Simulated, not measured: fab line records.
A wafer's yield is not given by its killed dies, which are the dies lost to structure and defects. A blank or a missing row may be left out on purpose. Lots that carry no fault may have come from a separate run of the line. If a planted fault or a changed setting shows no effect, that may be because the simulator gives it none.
Split-lot trial / flow n5_finfet / 39 wafers read from 7 lots, route of 1938 steps

THE SPLIT ITSELF
At N5_BEOL_M2_DESCUM_33 (chemistry O2, time 7 s), the setting time_s was moved away from the recipe's 7 s on 15 of the 39 wafers read, by -48.0% to +58.3%. This setting was run at the recipe's value on the other wafers.

No step appears in the file between the split and the reading.

THE READING
CAR-EUV_of_BEOL_M2_COAT_22.thk_nm (the simulator's own value, which no gauge read), in nm, at N5_BEOL_M2_ETCH_77 (etches underlayer in N2/H2, target depth 6.5 nm, time 5.2 s). The file does not state a usual value for it. Across the 24 wafers here that went through the recipe, the average is 20.4 nm and the standard deviation 0.081 nm.

wafer=L074.2; tool, chamber at the split=rie_diel-04, 1,3,0; time_s as run, s=7; against the recipe=recipe; CAR-EUV_of_BEOL_M2_COAT_22.thk_nm, nm=20.2; against lot-mates on the recipe=-
wafer=L074.4; tool, chamber at the split=rie_diel-04, 1,3,0; time_s as run, s=7; against the recipe=recipe; CAR-EUV_of_BEOL_M2_COAT_22.thk_nm, nm=20.2; against lot-mates on the recipe=-
wafer=L074.6; tool, chamber at the split=rie_diel-04, 1,3,0; time_s as run, s=7; against the recipe=recipe; CAR-EUV_of_BEOL_M2_COAT_22.thk_nm, nm=20.2; against lot-mates on the recipe=-
wafer=L077.1; tool, chamber at the split=rie_diel-04, 1,0,3; time_s as run, s=7; against the recipe=recipe; CAR-EUV_of_BEOL_M2_COAT_22.thk_nm, nm=20.4; against lot-mates on the recipe=-
wafer=L077.5; tool, chamber at the split=rie_diel-04, 1,0,3; time_s as run, s=7; against the recipe=recipe; CAR-EUV_of_BEOL_M2_COAT_22.thk_nm, nm=20.4; against lot-mates on the recipe=-
wafer=L077.6; tool, chamber at the split=rie_diel-04, 1,0,3; time_s as run, s=7; against the recipe=recipe; CAR-EUV_of_BEOL_M2_COAT_22.thk_nm, nm=20.4; against lot-mates on the recipe=-
wafer=L077.2; tool, chamber at the split=rie_diel-04, 0,3,2; time_s as run, s=4.578; against the recipe=-34.6%; CAR-EUV_of_BEOL_M2_COAT_22.thk_nm, nm=21.6; against lot-mates on the recipe=+1.2
wafer=L077.3; tool, chamber at the split=rie_diel-04, 0,3,2; time_s as run, s=4.578; against the recipe=-34.6%; CAR-EUV_of_BEOL_M2_COAT_22.thk_nm, nm=21.6; against lot-mates on the recipe=+1.2
wafer=L077.4; tool, chamber at the split=rie_diel-04, 0,3,2; time_s as run, s=4.578; against the recipe=-34.6%; CAR-EUV_of_BEOL_M2_COAT_22.thk_nm, nm=21.6; against lot-mates on the recipe=+1.2
wafer=L078.1; tool, chamber at the split=rie_diel-05, 3; time_s as run, s=7; against the recipe=recipe; CAR-EUV_of_BEOL_M2_COAT_22.thk_nm, nm=20.2; against lot-mates on the recipe=-
wafer=L078.2; tool, chamber at the split=rie_diel-05, 0,2; time_s as run, s=7; against the recipe=recipe; CAR-EUV_of_BEOL_M2_COAT_22.thk_nm, nm=20.4; against lot-mates on the recipe=-
wafer=L078.4; tool, chamber at the split=rie_diel-05, 0,2; time_s as run, s=7; against the recipe=recipe; CAR-EUV_of_BEOL_M2_COAT_22.thk_nm, nm=20.4; against lot-mates on the recipe=-
wafer=L078.3; tool, chamber at the split=rie_diel-05, 1,3; time_s as run, s=11.08; against the recipe=+58.3%; CAR-EUV_of_BEOL_M2_COAT_22.thk_nm, nm=18.4; against lot-mates on the recipe=-1.9
wafer=L078.6; tool, chamber at the split=rie_diel-05, 2; time_s as run, s=11.08; against the recipe=+58.3%; CAR-EUV_of_BEOL_M2_COAT_22.thk_nm, nm=18.4; against lot-mates on the recipe=-1.9
wafer=L078.5; tool, chamber at the split=rie_diel-05, 1,3; time_s as run, s=11.08; against the recipe=+58.3%; CAR-EUV_of_BEOL_M2_COAT_22.thk_nm, nm=18.2; against lot-mates on the recipe=-2.1
wafer=L079.1; tool, chamber at the split=rie_diel-04, 0,3,1; time_s as run, s=7; against the recipe=recipe; CAR-EUV_of_BEOL_M2_COAT_22.thk_nm, nm=20.4; against lot-mates on the recipe=-
wafer=L079.2; tool, chamber at the split=rie_diel-04, 0,3,1; time_s as run, s=7; against the recipe=recipe; CAR-EUV_of_BEOL_M2_COAT_22.thk_nm, nm=20.4; against lot-mates on the recipe=-
wafer=L079.3; tool, chamber at the split=rie_diel-04, 2; time_s as run, s=4.205; against the recipe=-39.9%; CAR-EUV_of_BEOL_M2_COAT_22.thk_nm, nm=21.6; against lot-mates on the recipe=+1.3
wafer=L079.4; tool, chamber at the split=rie_diel-04, 0,3,1; time_s as run, s=7; against the recipe=recipe; CAR-EUV_of_BEOL_M2_COAT_22.thk_nm, nm=20.2; against lot-mates on the recipe=-
wafer=L079.5; tool, chamber at the split=rie_diel-04, 2; time_s as run, s=4.205; against the recipe=-39.9%; CAR-EUV_of_BEOL_M2_COAT_22.thk_nm, nm=21.8; against lot-mates on the recipe=+1.5
wafer=L079.6; tool, chamber at the split=rie_diel-04, 1; time_s as run, s=4.205; against the recipe=-39.9%; CAR-EUV_of_BEOL_M2_COAT_22.thk_nm, nm=21.8; against lot-mates on the recipe=+1.5
wafer=L081.1; tool, chamber at the split=rie_diel-05, 1,2,3,0,3; time_s as run, s=7; against the recipe=recipe; CAR-EUV_of_BEOL_M2_COAT_22.thk_nm, nm=20.4; against lot-mates on the recipe=-
wafer=L081.2; tool, chamber at the split=rie_diel-05, 1,2,3,0,3; time_s as run, s=7; against the recipe=recipe; CAR-EUV_of_BEOL_M2_COAT_22.thk_nm, nm=20.4; against lot-mates on the recipe=-
wafer=L081.3; tool, chamber at the split=rie_diel-05, 0; time_s as run, s=7; against the recipe=recipe; CAR-EUV_of_BEOL_M2_COAT_22.thk_nm, nm=20.4; against lot-mates on the recipe=-
wafer=L081.4; tool, chamber at the split=rie_diel-05, 1,2,3,0,3; time_s as run, s=7; against the recipe=recipe; CAR-EUV_of_BEOL_M2_COAT_22.thk_nm, nm=20.4; against lot-mates on the recipe=-
wafer=L081.5; tool, chamber at the split=rie_diel-05, 1,2,3,0,3; time_s as run, s=7; against the recipe=recipe; CAR-EUV_of_BEOL_M2_COAT_22.thk_nm, nm=20.4; against lot-mates on the recipe=-
wafer=L081.6; tool, chamber at the split=rie_diel-05, 1,2,3,0,3; time_s as run, s=7; against the recipe=recipe; CAR-EUV_of_BEOL_M2_COAT_22.thk_nm, nm=20.4; against lot-mates on the recipe=-
wafer=L084.1; tool, chamber at the split=rie_diel-04, 3,2,0; time_s as run, s=7; against the recipe=recipe; CAR-EUV_of_BEOL_M2_COAT_22.thk_nm, nm=20.4; against lot-mates on the recipe=-
wafer=L084.2; tool, chamber at the split=rie_diel-04, 3,2,0; time_s as run, s=7; against the recipe=recipe; CAR-EUV_of_BEOL_M2_COAT_22.thk_nm, nm=20.4; against lot-mates on the recipe=-
wafer=L084.3; tool, chamber at the split=rie_diel-04, 3,2,0; time_s as run, s=7; against the recipe=recipe; CAR-EUV_of_BEOL_M2_COAT_22.thk_nm, nm=20.4; against lot-mates on the recipe=-
wafer=L084.4; tool, chamber at the split=rie_diel-04, 0,2,3; time_s as run, s=3.637; against the recipe=-48.0%; CAR-EUV_of_BEOL_M2_COAT_22.thk_nm, nm=22; against lot-mates on the recipe=+1.6
wafer=L084.5; tool, chamber at the split=rie_diel-04, 0,2,3; time_s as run, s=3.637; against the recipe=-48.0%; CAR-EUV_of_BEOL_M2_COAT_22.thk_nm, nm=22; against lot-mates on the recipe=+1.6
wafer=L084.6; tool, chamber at the split=rie_diel-04, 0,2,3; time_s as run, s=3.637; against the recipe=-48.0%; CAR-EUV_of_BEOL_M2_COAT_22.thk_nm, nm=21.8; against lot-mates on the recipe=+1.4
wafer=L090.1; tool, chamber at the split=rie_diel-03, 2,1,1; time_s as run, s=8.446; against the recipe=+20.7%; CAR-EUV_of_BEOL_M2_COAT_22.thk_nm, nm=19.8; against lot-mates on the recipe=-0.6
wafer=L090.2; tool, chamber at the split=rie_diel-03, 2,1,1; time_s as run, s=8.446; against the recipe=+20.7%; CAR-EUV_of_BEOL_M2_COAT_22.thk_nm, nm=19.6; against lot-mates on the recipe=-0.8
wafer=L090.5; tool, chamber at the split=rie_diel-03, 2,1,1; time_s as run, s=8.446; against the recipe=+20.7%; CAR-EUV_of_BEOL_M2_COAT_22.thk_nm, nm=19.6; against lot-mates on the recipe=-0.8
wafer=L090.3; tool, chamber at the split=rie_diel-03, 3; time_s as run, s=7; against the recipe=recipe; CAR-EUV_of_BEOL_M2_COAT_22.thk_nm, nm=20.4; against lot-mates on the recipe=-
wafer=L090.4; tool, chamber at the split=rie_diel-03, 3,2; time_s as run, s=7; against the recipe=recipe; CAR-EUV_of_BEOL_M2_COAT_22.thk_nm, nm=20.4; against lot-mates on the recipe=-
wafer=L090.6; tool, chamber at the split=rie_diel-03, 3,2; time_s as run, s=7; against the recipe=recipe; CAR-EUV_of_BEOL_M2_COAT_22.thk_nm, nm=20.4; against lot-mates on the recipe=-
When a row names more than one chamber, that row covers several wafers, and the file does not tell which wafer ran in which chamber.

FIT RESULTS
A straight line over all 39 wafers: CAR-EUV_of_BEOL_M2_COAT_22.thk_nm changes by -0.0343 nm for each +1% of time_s; r = -1.00; the points scatter about the line by 0.089 nm.
The same after taking each lot's own level away (the mean of its wafers on the recipe; 39 wafers): -0.034 nm for each +1%; r = -1.00; scatter 0.073 nm.
According to that fit, moving time_s by its largest amount changes the reading by 2 nm.
The lots' own levels span 20.20 to 20.40 nm, that is 2.5 times the standard deviation above.
The two slopes are in agreement: the lot-to-lot level therefore moves the slope only a little.
Check: with one of the wafers moved furthest among these (+58.3%) left out of the fit, the line predicts -2 nm for it against its lot-mates. It came out at -1.93 nm against them.

THESE WAFERS: OTHER SPLITS
Note: prior to the reading, these wafers also went through further splits. Each is held against what the fit with the lots' levels taken away leaves over:
other split on the same wafers=N5_FIN_SAQP_HM_DEP_72 target_thk_a; wafers away from the commonest value=18; r with CAR-EUV_of_BEOL_M2_COAT_22.thk_nm (lot level and that fit taken away)=-0.43
other split on the same wafers=N5_ILD0_PRECLEAN_10 time_s; wafers away from the commonest value=15; r with CAR-EUV_of_BEOL_M2_COAT_22.thk_nm (lot level and that fit taken away)=+0.00
other split on the same wafers=N5_HKMG_FIN_HK_ALD_01 ald_cycles; wafers away from the commonest value=18; r with CAR-EUV_of_BEOL_M2_COAT_22.thk_nm (lot level and that fit taken away)=+0.32
other split on the same wafers=N5_MOL_CONTACT_COAG_ALD_133 ald_cycles; wafers away from the commonest value=15; r with CAR-EUV_of_BEOL_M2_COAT_22.thk_nm (lot level and that fit taken away)=-0.11
other split on the same wafers=N5_BEOL_M1_ALD_84 ald_cycles; wafers away from the commonest value=9; r with CAR-EUV_of_BEOL_M2_COAT_22.thk_nm (lot level and that fit taken away)=+0.21

THE WHOLE CHAIN: every reading that the file lists as answering this split, in the file's order
step=N5_BEOL_M2_DESCUM_33; what it does=chemistry O2, time 7 s; reading=CAR-EUV_of_BEOL_M2_COAT_22.thk_nm (the simulator's own value, which no gauge read); change (the file's fit)=-0.035 nm for each +1% of the setting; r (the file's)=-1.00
step=N5_BEOL_M2_ETCH_77; what it does=etches underlayer in N2/H2, target depth 6.5 nm, time 5.2 s; reading=CAR-EUV_of_BEOL_M2_COAT_22.thk_nm (the simulator's own value, which no gauge read); change (the file's fit)=-0.0339 nm for each +1% of the setting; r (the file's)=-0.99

THE FILE'S OWN FIT
CAR-EUV_of_BEOL_M2_COAT_22.thk_nm changes by -0.0339 nm for each +1% of time_s, r = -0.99.
